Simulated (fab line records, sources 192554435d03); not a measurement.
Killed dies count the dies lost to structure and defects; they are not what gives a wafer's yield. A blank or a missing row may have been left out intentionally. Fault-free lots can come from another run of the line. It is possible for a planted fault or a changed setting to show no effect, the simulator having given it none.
Comparing a struck lot with a sound one | flow n5 finfet | 24 steps out of a route of 1938
Sound: wafers L132.1, L132.2, L132.6. Struck: wafer L142.1. (L142.6 of the same lot was not struck and is left out.) The cause comes at the end.
Order at every step that has rows: each side's tool, ch and its chambers, its first start. Under that, the readings that differ: sound wafers | struck wafers | difference of the means | sigmas: that difference in standard deviations of wafers without a fault.
alike: same words and numbers on both sides, and readings whose means sit less than 2 such deviations apart. not compared: any withheld reading, any reading some wafer has no value for, any bound like >300 that may hide the same value, and any number with overlapping values for which the record gives no deviation.
The two part at a step that has a row with sigmas, a row that says differs or no value, or rows on one side only. Non-overlapping numbers with no deviation appear without sigmas and do not part them. Lack of a reading on every wafer of one side parts them only where that side has two or more wafers.

first, 5 steps without rows for these wafers: N5_FIN_SAQP_EBR_12; N5_FIN_SAQP_SOFTBAKE_11 (time 60 s); N5_FIN_SAQP_EXPOSE_13 (exposes mask FIN CORE, target cd 35.6 nm); N5_FIN_SAQP_PEB_14 (peb time 60 s); N5_FIN_SAQP_DEVELOP_15 (develop time 30 s).
N5_FIN_SAQP_CD_MEAS_16 targets a cd of 35.6 nm.
  sound on cd sem-03 ch 0, day 1 22:52; struck on cd sem-01 ch 0, day 4 10:49
  alike: cd nm
N5_FIN_SAQP_OVL_MEAS_17:
  sound on overlay-01 ch 0, day 1 22:55; struck on overlay-01 ch 0, day 4 10:51
  alike: FIN_CORE_OVL
N5_FIN_SAQP_INSPECT_18: inspects for defects (brightfield).
  sound on defect inspect-01 at day 1 22:56; struck on defect inspect-02 at day 4 10:52
  alike: raw defect count
N5_FIN_SAQP_DESCUM_21: chemistry O2, time 7.9 s.
  sound on rie diel-01 ch 0,2,3, day 1 22:58; struck on rie diel-04 ch 1, day 4 11:20
  alike: drypump motor current A, oes product au, rf vpp V, showerhead plenum p Torr, temp c, throttle valve pct
  not compared: rf hours counter h
then, 1 step without rows for these wafers: N5_FIN_SAQP_ETCH_51 (etches SiARC in CF4, target depth 45.5 nm, time 75.8 s).
N5_FIN_SAQP_ETCH_52: etches SOC in N2/H2, target depth 100 nm, overetch 20 nm, time 150 s.
  sound on rie diel-01 ch 0,2,3, day 1 23:03; struck on rie diel-04 ch 1, day 4 11:26
  reading    | sound             | struck | difference | sigmas
  temp c (C) | 39.87 39.94 39.98 | 40.17  | +0.24      | +2
  alike: bias w, drypump motor current A, oes product au, rf vpp V, showerhead plenum p Torr, throttle valve pct
  not compared: rf hours counter h
then, 1 step without rows for these wafers: N5_FIN_SAQP_STRIP_53 (strips in N2/H2).
N5_FIN_SAQP_HM_OPEN_73: chemistry CHF3/O2, target SiO2, stops on a-Si, target depth 12 nm, time 16.8 s.
  sound on rie diel-01 ch 0,2,3, day 1 23:10; struck on rie diel-04 ch 1, day 4 11:32
  reading                                     | sound             | struck | difference | sigmas
  model.SOC_of_FIN_SAQP_COAT_49.thk nm (nm)   | 100.3 100.3 100.7 | 92.18  | -8.25      |
  model.SiARC_of_FIN_SAQP_COAT_50.thk nm (nm) | 4.507 5.862 6.178 | 0      | -6         |
  model.a-Si_of_FIN_SAQP_PECVD_06.thk nm (nm) | 59.76 58.93 59.87 | 54.69  | -4.83      |
  alike: bias w, drypump motor current A, oes product au, rf vpp V, showerhead plenum p Torr, throttle valve pct
  not compared: rf hours counter h
then, 1 step without rows for these wafers: N5_FIN_SAQP_STRIP_74 (strips in CHF3/O2).
N5_FIN_SAQP_MANDREL_ETCH_22: etches a-Si in HBr/Cl2, stops on SiNx, target depth 60 nm, bt time 10 s, time 30 s.
  sound on rie si-03 ch 1,2,3, day 1 23:15; struck on rie si-01 ch 3, day 4 11:37
  reading                                   | sound             | struck | difference | sigmas
  oes product au (a.u.)                     | 0.755 0.758 0.768 | 0.715  | -0.045     | -3
  throttle valve pct (%)                    | 35.1 35.4 35.3    | 36.2   | +0.9       | +3
  model.SOC_of_FIN_SAQP_COAT_49.thk nm (nm) | 77.94 75.83 76.56 | 68.3   | -8.5       |
  model.etch.depth nm (nm)                  | 59.76 58.93 59.87 | 54.69  | -4.83      |
  alike: HBr_flow_sccm, bias w, drypump motor current A
  not compared: rf hours counter h
N5_FIN_SAQP_STRIP_55: strips in N2/H2.
  sound on rie diel-05 ch 1,3, day 1 23:21; struck on rie diel-04 ch 3, day 4 11:43
  reading                         | sound             | struck | difference | sigmas
  drypump motor current A (A)     | 6.7 6.2 6.7       | 5.7    | -0.8       | -2
  rf vpp V (V)                    | 119.2 120.5 119.5 | 125.3  | +5.6       | +4
  showerhead plenum p Torr (Torr) | 3.16 3.20 3.16    | 3.46   | +0.29      | +2
  alike: oes product au, temp c, throttle valve pct
  not compared: rf hours counter h
then, 2 steps without rows for these wafers: N5_FIN_SAQP_STRIP_23 (strips in SPM, time 750 s); N5_FIN_SAQP_SRD_66 (time 30 s).
N5_FIN_SAQP_RECESS_75: chemistry HF/NH3, target SiO2, target depth 14.4 nm, afs cycles 3, sublimation time 60 s.
  sound on vapor etch-02 ch 0,1, day 1 23:40; struck on vapor etch-02 ch 0, day 4 12:02
  alike: drypump motor current A, temp c
then, 1 step without rows for these wafers: N5_FIN_SAQP_SPACER1_ALD_24 (deposits SiO2, target thk 20.3 nm, pulse time 1 s, purge time 2 s).
N5_FIN_SAQP_SPACER1_ETCHBACK_25: etches SiO2 in CHF3/O2, target depth 24.4 nm, time 12.2 s.
  sound on rie diel-04 ch 0,1,3, day 2 01:52; struck on rie diel-05 ch 3, day 4 14:24
  reading                                     | sound       | struck | difference | sigmas
  drypump motor current A (A)                 | 6.3 5.7 5.1 | 6.7    | +1.0       | +2
  model.a-Si_of_FIN_SAQP_PECVD_06.thk nm (nm) | 58.8 58 59  | 53.8   | -4.8       |
  alike: bias w, oes product au, rf vpp V, showerhead plenum p Torr, throttle valve pct
  not compared: rf hours counter h
N5_FIN_SAQP_MANDREL1_REMOVE_56: chemistry HBr/Cl2/O2, target a-Si, stops on SiNx, bt time 10 s.
  sound on rie si-03 ch 0,1,2, day 2 01:57; struck on rie si-03 ch 1, day 4 14:29
  reading    | sound             | struck | difference | sigmas
  bias w (W) | 21.96 21.99 21.93 | 21.81  | -0.15      | -2
  alike: HBr_flow_sccm, drypump motor current A, oes product au, throttle valve pct
  not compared: rf hours counter h
-- a jump in the record: the struck wafers' starts before and after are 10 days apart (it breaks off in module FIN_SAQP and resumes in module BEOL_M4, where the first step shown is number 1111 of the route) --
N5_BEOL_M4_RC_MEAS_101:
  sound on prober-01 ch 0, day 12 06:59; struck on prober-02 ch 0, day 14 11:06
  reading        | sound          | struck | difference | sigmas
  DIBL_N (mV/V)  | 40.1 40.0 37.4 | 34.1   | -5.1       | -3
  DIBL_P (mV/V)  | 41.4 41.2 38.0 | 34.6   | -5.6       | -2
  IOFF_N (nA/um) | 0.26 0.26 0.18 | 0.14   | -0.09      | -2
  IOFF_P (nA/um) | 0.37 0.35 0.27 | 0.18   | -0.15      | -4
  ION_N (uA/um)  | 700 701 677    | 668    | -25        | -2
  ION_P (uA/um)  | 488 481 467    | 453    | -26        | -3
  SS_N (mV/dec)  | 72.4 72.5 71.3 | 70.5   | -1.6       | -2
  SS_P (mV/dec)  | 74.8 74.1 73.6 | 72.2   | -2.0       | -3
  VT_P (mV)      | -240 -240 -244 | -252   | -11        | -3
  alike: VT_N
-- record jumps: 5 days separate the struck wafers' starts on either side; left off in module BEOL_M4, taken up again in module PASSIVATION, whose first shown step is the route's number 1936 --
N5_PASSIVATION_PROBE_49:
  record: rows for the struck wafers here (prober-01, day 19 03:44), none for the sound ones

## WHERE THEY PART
First at N5_FIN_SAQP_ETCH_52; last, within this record, at N5_PASSIVATION_PROBE_49.

WHY: whatever the simulator had introduced
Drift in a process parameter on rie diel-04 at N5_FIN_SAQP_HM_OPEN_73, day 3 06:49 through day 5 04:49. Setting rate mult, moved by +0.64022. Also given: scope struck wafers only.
